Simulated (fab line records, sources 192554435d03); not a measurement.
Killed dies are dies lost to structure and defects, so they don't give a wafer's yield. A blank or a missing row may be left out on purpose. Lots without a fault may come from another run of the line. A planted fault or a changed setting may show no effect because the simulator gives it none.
Which tool did it? | flow n5_finfet | 24 lots, 72 wafers sampled, at 6 steps of a route of 1938

WHAT THE GAUGES READ, wafer by wafer
N5_BEOL_M5_CD_MEAS_28: target cd 30.6 nm, target cd y 20 nm.
lot  | measured     | on        | cd_nm (nm)
L074 | day 8 04:51  | cd_sem-02 | 30.56 30.82 30.53
L076 | day 8 09:47  | cd_sem-03 | 30.95 30.34 30.50
L075 | day 8 16:17  | cd_sem-01 | 30.43 30.89 30.65
L077 | day 8 18:50  | cd_sem-01 | 30.36 30.12 30.72
L078 | day 9 01:46  | cd_sem-03 | 30.70 30.57 30.77
L079 | day 9 09:10  | cd_sem-03 | 30.50 30.77 30.75
L080 | day 9 17:25  | cd_sem-01 | 30.52 30.45 30.53
L081 | day 9 17:53  | cd_sem-01 | 30.60 30.78 30.08
L082 | day 10 02:57 | cd_sem-03 | 30.45 30.68 30.48
L083 | day 10 09:16 | cd_sem-01 | 31.17 30.61 30.58
L084 | day 10 16:38 | cd_sem-03 | 30.48 30.27 30.73
L085 | day 10 16:42 | cd_sem-01 | 30.78 30.53 30.85
L086 | day 11 01:47 | cd_sem-02 | 31.25 30.45 30.83
L087 | day 11 08:55 | cd_sem-02 | 30.37 30.83 29.96
L088 | day 11 09:56 | cd_sem-03 | 30.86 31.21 31.26
L090 | day 11 20:06 | cd_sem-02 | 30.57 30.01 30.85
L089 | day 12 05:05 | cd_sem-01 | 30.65 30.92 30.76
L091 | day 12 05:08 | cd_sem-02 | 30.32 30.60 30.67
L092 | day 12 16:15 | cd_sem-02 | 30.32 30.56 30.71
L093 | day 13 05:25 | cd_sem-02 | 30.46 31.10 30.85
L095 | day 13 09:37 | cd_sem-02 | 29.94 30.16 30.31
L094 | day 13 15:29 | cd_sem-03 | 30.15 30.01 30.70
L096 | day 14 04:08 | cd_sem-02 | 30.74 30.86 30.47
L097 | day 14 04:11 | cd_sem-03 | 30.61 30.36 30.55

N5_BEOL_M5_THK_MEAS_53: measures by xrf.
lot  | measured     | on            | M5_THK (nm)
L074 | day 8 12:17  | film_metro-01 | 64.1 60.6 61.1
L076 | day 8 17:18  | film_metro-01 | 59.2 63.5 61.4
L075 | day 9 00:50  | film_metro-02 | 60.6 60.6 61.5
L077 | day 9 02:55  | film_metro-02 | 58.4 58.2 59.4
L078 | day 9 08:37  | film_metro-02 | 59.6 57.7 56.7
L079 | day 9 16:34  | film_metro-02 | 57.9 57.0 59.7
L080 | day 10 02:33 | film_metro-01 | 62.2 58.6 61.5
L081 | day 10 01:10 | film_metro-01 | 61.5 61.0 58.3
L082 | day 10 14:52 | film_metro-02 | 61.6 62.0 60.5
L083 | day 10 18:32 | film_metro-01 | 62.0 64.1 67.3
L084 | day 11 00:14 | film_metro-01 | 62.0 62.2 62.1
L085 | day 11 00:30 | film_metro-01 | 65.4 59.4 64.0
L086 | day 11 10:08 | film_metro-01 | 61.9 60.4 61.0
L087 | day 11 16:40 | film_metro-02 | 61.3 59.6 59.6
L088 | day 11 17:32 | film_metro-01 | 62.9 61.6 61.5
L090 | day 12 06:43 | film_metro-01 | 60.9 62.4 58.2
L089 | day 12 13:42 | film_metro-01 | 59.7 60.9 62.2
L091 | day 13 18:13 | film_metro-02 | 61.9 60.3 58.2
L092 | day 13 00:17 | film_metro-01 | 59.3 57.5 59.5
L093 | day 13 14:21 | film_metro-01 | 59.8 61.5 61.0
L095 | day 13 16:41 | film_metro-02 | 61.7 59.3 62.3
L094 | day 13 22:48 | film_metro-02 | 58.1 55.5 57.0
L096 | day 14 11:10 | film_metro-01 | 59.3 63.3 61.2
L097 | day 14 11:47 | film_metro-02 | 59.3 59.4 59.9

WHICH TOOL RAN EACH LOT (tool, then ch and the chambers of the sampled wafers, then the start)
lot  | N5_BEOL_M5_ETCH_67                 | N5_BEOL_M5_SPUTTER_81        | N5_BEOL_M5_ANNEAL_89         | N5_BEOL_M5_SPUTTER_90
L074 | rie_diel-04 ch 0,1,2, day 8 05:02  | pvd_sputter-02, day 8 08:11  | pvd_sputter-02, day 8 10:26  | pvd_sputter-02, day 8 11:26
L076 | rie_diel-05 ch 0,1,2, day 8 10:25  | pvd_sputter-02, day 8 13:15  | pvd_sputter-02, day 8 15:30  | pvd_sputter-02, day 8 16:31
L075 | rie_diel-04 ch 0,2,3, day 8 16:49  | pvd_sputter-02, day 8 20:46  | pvd_sputter-02, day 8 23:02  | pvd_sputter-02, day 9 00:02
L077 | rie_diel-04 ch 1,2, day 8 19:01    | pvd_sputter-03, day 8 22:35  | pvd_sputter-03, day 9 00:50  | pvd_sputter-03, day 9 01:51
L078 | rie_diel-06 ch 0,1,3, day 9 01:56  | pvd_sputter-01, day 9 04:33  | pvd_sputter-01, day 9 06:49  | pvd_sputter-01, day 9 07:49
L079 | rie_diel-04 ch 1,2, day 9 09:41    | pvd_sputter-01, day 9 12:27  | pvd_sputter-01, day 9 14:42  | pvd_sputter-01, day 9 15:43
L080 | rie_diel-04 ch 1,2,3, day 9 17:59  | pvd_sputter-01, day 9 22:20  | pvd_sputter-01, day 10 00:35 | pvd_sputter-01, day 10 01:35
L081 | rie_diel-05 ch 1,2,3, day 9 18:05  | pvd_sputter-02, day 9 21:07  | pvd_sputter-02, day 9 23:22  | pvd_sputter-02, day 10 00:22
L082 | rie_diel-05 ch 2,3, day 10 03:08   | pvd_sputter-01, day 10 07:26 | pvd_sputter-01, day 10 09:41 | pvd_sputter-01, day 10 10:42
L083 | rie_diel-04 ch 1,3, day 10 09:31   | pvd_sputter-01, day 10 12:08 | pvd_sputter-01, day 10 14:23 | pvd_sputter-01, day 10 15:24
L084 | rie_diel-05 ch 0,1,2, day 10 16:51 | pvd_sputter-02, day 10 20:03 | pvd_sputter-02, day 10 22:18 | pvd_sputter-02, day 10 23:19
L085 | rie_diel-04 ch 0,2, day 10 17:04   | pvd_sputter-01, day 10 20:15 | pvd_sputter-01, day 10 22:30 | pvd_sputter-01, day 10 23:31
L086 | rie_diel-05 ch 0,2, day 11 01:58   | pvd_sputter-02, day 11 05:58 | pvd_sputter-02, day 11 08:13 | pvd_sputter-02, day 11 09:13
L087 | rie_diel-05 ch 2,3, day 11 09:09   | pvd_sputter-02, day 11 12:36 | pvd_sputter-02, day 11 14:52 | pvd_sputter-02, day 11 15:52
L088 | rie_diel-05 ch 2,3, day 11 10:28   | pvd_sputter-01, day 11 13:29 | pvd_sputter-01, day 11 15:44 | pvd_sputter-01, day 11 16:44
L090 | rie_diel-04 ch 1,2,3, day 11 20:17 | pvd_sputter-02, day 11 23:09 | pvd_sputter-02, day 12 03:40 | pvd_sputter-02, day 12 05:40
L089 | rie_diel-04 ch 0,2, day 12 05:15   | pvd_sputter-01, day 12 09:39 | pvd_sputter-01, day 12 11:54 | pvd_sputter-01, day 12 12:55
L091 | rie_diel-05 ch 1,3, day 12 05:43   | pvd_sputter-03, day 12 08:20 | pvd_sputter-03, day 12 10:35 | pvd_sputter-03, day 13 17:06
L092 | rie_diel-06 ch 1,3, day 12 16:25   | pvd_sputter-01, day 12 20:14 | pvd_sputter-01, day 12 22:29 | pvd_sputter-01, day 12 23:29
L093 | rie_diel-05 ch 0,1,3, day 13 05:59 | pvd_sputter-02, day 13 10:18 | pvd_sputter-02, day 13 12:33 | pvd_sputter-02, day 13 13:34
L095 | rie_diel-04 ch 1,3, day 13 09:47   | pvd_sputter-01, day 13 12:38 | pvd_sputter-01, day 13 14:53 | pvd_sputter-01, day 13 15:54
L094 | rie_diel-06 ch 1,2, day 13 15:41   | pvd_sputter-02, day 13 18:28 | pvd_sputter-02, day 13 20:43 | pvd_sputter-02, day 13 21:43
L096 | rie_diel-05 ch 2,3, day 14 04:19   | pvd_sputter-01, day 14 07:07 | pvd_sputter-01, day 14 09:22 | pvd_sputter-01, day 14 10:22
L097 | rie_diel-06 ch 2,3, day 14 04:21   | pvd_sputter-02, day 14 07:44 | pvd_sputter-02, day 14 09:59 | pvd_sputter-02, day 14 11:00
- N5_BEOL_M5_ETCH_67: etches SiARC in CF4, target depth 15.6 nm, time 26 s.
- N5_BEOL_M5_SPUTTER_81: material Cu, target thk 15 nm, time 27.62 s.
- N5_BEOL_M5_ANNEAL_89: time 1800 s.
- N5_BEOL_M5_SPUTTER_90: material Cu, target thk 4.5 nm, time 8.29 s.

WHAT THE TOOLS THEMSELVES READ (means of the sampled wafers that have a number; where no wafer has one, the mark that the record gives instead)
N5_BEOL_M5_ETCH_67.
lot  | tool        | drypump_motor_current_A (A) | etch_rf_on_time_s (s) | oes_product_au (a.u.) | rf_vpp_V (V) | showerhead_plenum_p_Torr (Torr) | throttle_valve_pct (%)
L074 | rie_diel-04 | 5.4                         | 26.8                  | 0.71                  | 184.3        | 2.13                            | 15.67
L076 | rie_diel-05 | 5.5                         | 25.7                  | 0.70                  | 183.8        | 2.12                            | 15.57
L075 | rie_diel-04 | 5.2                         | 26.2                  | 0.79                  | 183.5        | 2.13                            | 15.44
L077 | rie_diel-04 | 5.3                         | 26.8                  | 0.65                  | 184.4        | 2.14                            | 15.78
L078 | rie_diel-06 | 5.4                         | 26.7                  | 0.69                  | 184.6        | 2.15                            | 15.54
L079 | rie_diel-04 | 5.3                         | 27.1                  | 0.64                  | 183.7        | 2.13                            | 15.78
L080 | rie_diel-04 | 5.1                         | 26.5                  | 0.72                  | 183.2        | 2.13                            | 15.56
L081 | rie_diel-05 | 5.8                         | 26.1                  | 0.66                  | 183.8        | 2.17                            | 15.60
L082 | rie_diel-05 | 5.8                         | 26.0                  | 0.67                  | 184.0        | 2.17                            | 15.55
L083 | rie_diel-04 | 5.0                         | 25.5                  | 0.75                  | 184.1        | 2.12                            | 15.49
L084 | rie_diel-05 | 5.6                         | 26.1                  | 0.68                  | 183.3        | 2.12                            | 15.60
L085 | rie_diel-04 | 5.5                         | 26.7                  | 0.74                  | 184.8        | 2.11                            | 15.61
L086 | rie_diel-05 | 5.3                         | 26.5                  | 0.66                  | 183.0        | 2.09                            | 15.67
L087 | rie_diel-05 | 5.7                         | 26.0                  | 0.65                  | 184.8        | 2.16                            | 15.57
L088 | rie_diel-05 | 5.7                         | 26.4                  | 0.61                  | 184.7        | 2.19                            | 15.70
L090 | rie_diel-04 | 5.1                         | 26.2                  | 0.70                  | 184.6        | 2.13                            | 15.59
L089 | rie_diel-04 | 5.5                         | 27.2                  | 0.72                  | 184.3        | 2.11                            | 15.62
L091 | rie_diel-05 | 5.8                         | 25.5                  | 0.65                  | 184.5        | 2.16                            | 15.68
L092 | rie_diel-06 | 5.8                         | 26.6                  | 0.71                  | 184.5        | 2.19                            | 15.43
L093 | rie_diel-05 | 5.5                         | 26.8                  | 0.61                  | 184.3        | 2.13                            | 15.76
L095 | rie_diel-04 | 5.0                         | 25.3                  | 0.72                  | 182.7        | 2.11                            | 15.52
L094 | rie_diel-06 | 6.1                         | 27.0                  | 0.66                  | 185.8        | 2.19                            | 15.69
L096 | rie_diel-05 | 5.8                         | 25.4                  | 0.75                  | 184.8        | 2.16                            | 15.43
L097 | rie_diel-06 | 5.1                         | 26.9                  | 0.67                  | 183.3        | 2.07                            | 15.52

N5_BEOL_M5_SPUTTER_81.
lot  | tool           | throttle_valve_pct (%)
L074 | pvd_sputter-02 | 30.5
L076 | pvd_sputter-02 | 29.7
L075 | pvd_sputter-02 | 29.7
L077 | pvd_sputter-03 | 31.2
L078 | pvd_sputter-01 | 29.4
L079 | pvd_sputter-01 | 29.6
L080 | pvd_sputter-01 | 29.6
L081 | pvd_sputter-02 | 30.7
L082 | pvd_sputter-01 | 29.5
L083 | pvd_sputter-01 | 29.9
L084 | pvd_sputter-02 | 30.4
L085 | pvd_sputter-01 | 29.5
L086 | pvd_sputter-02 | 30.4
L087 | pvd_sputter-02 | 31.3
L088 | pvd_sputter-01 | 28.8
L090 | pvd_sputter-02 | 30.7
L089 | pvd_sputter-01 | 30.2
L091 | pvd_sputter-03 | 30.6
L092 | pvd_sputter-01 | 29.4
L093 | pvd_sputter-02 | 30.5
L095 | pvd_sputter-01 | 29.6
L094 | pvd_sputter-02 | 30.6
L096 | pvd_sputter-01 | 29.8
L097 | pvd_sputter-02 | 30.4

N5_BEOL_M5_ANNEAL_89.
lot  | tool           | heater_power_w (W)
L074 | pvd_sputter-02 | 727
L076 | pvd_sputter-02 | 722
L075 | pvd_sputter-02 | 762
L077 | pvd_sputter-03 | 855
L078 | pvd_sputter-01 | 836
L079 | pvd_sputter-01 | 840
L080 | pvd_sputter-01 | 892
L081 | pvd_sputter-02 | 716
L082 | pvd_sputter-01 | 844
L083 | pvd_sputter-01 | 754
L084 | pvd_sputter-02 | 772
L085 | pvd_sputter-01 | 848
L086 | pvd_sputter-02 | 788
L087 | pvd_sputter-02 | 748
L088 | pvd_sputter-01 | 904
L090 | pvd_sputter-02 | 739
L089 | pvd_sputter-01 | 760
L091 | pvd_sputter-03 | 831
L092 | pvd_sputter-01 | 814
L093 | pvd_sputter-02 | 739
L095 | pvd_sputter-01 | 783
L094 | pvd_sputter-02 | 721
L096 | pvd_sputter-01 | 813
L097 | pvd_sputter-02 | 723

N5_BEOL_M5_SPUTTER_90.
lot  | tool           | throttle_valve_pct (%)
L074 | pvd_sputter-02 | 30.5
L076 | pvd_sputter-02 | 29.8
L075 | pvd_sputter-02 | 29.9
L077 | pvd_sputter-03 | 31.3
L078 | pvd_sputter-01 | 29.7
L079 | pvd_sputter-01 | 29.5
L080 | pvd_sputter-01 | 29.5
L081 | pvd_sputter-02 | 30.4
L082 | pvd_sputter-01 | 29.6
L083 | pvd_sputter-01 | 29.8
L084 | pvd_sputter-02 | 30.6
L085 | pvd_sputter-01 | 29.8
L086 | pvd_sputter-02 | 30.5
L087 | pvd_sputter-02 | 31.3
L088 | pvd_sputter-01 | 29.0
L090 | pvd_sputter-02 | 30.5
L089 | pvd_sputter-01 | 30.2
L091 | pvd_sputter-03 | 30.6
L092 | pvd_sputter-01 | 29.2
L093 | pvd_sputter-02 | 30.7
L095 | pvd_sputter-01 | 29.8
L094 | pvd_sputter-02 | 30.4
L096 | pvd_sputter-01 | 29.8
L097 | pvd_sputter-02 | 30.4

THE ANSWER, worked out from the rows above alone
Rule: what is usual is taken from the lots themselves. Put in order of their means at a reading, lots are off if they are a third of the lots or fewer, leave a main group of 4 or more, and stand apart from it by a gap of 3 or more times the standard deviation of the main group's means; of several such gaps the widest counts. A main group whose means are all the same, to the digits that the tables above print for the reading, isn't used. A lot without any number at a reading at which 4 lots or more have one is off too. The other lots that the step has rows for count as sound. The gauges are gone through in route order, then the tools' own readings, and for those a lot's mean is taken as printed above. The first step at which some lot is off is used, and at that step the reading that is off furthest; a lot without a number counts as furthest.
No lot is off at any reading shown: from this, nothing can be told.

WHAT THE SIMULATOR HAD PUT IN
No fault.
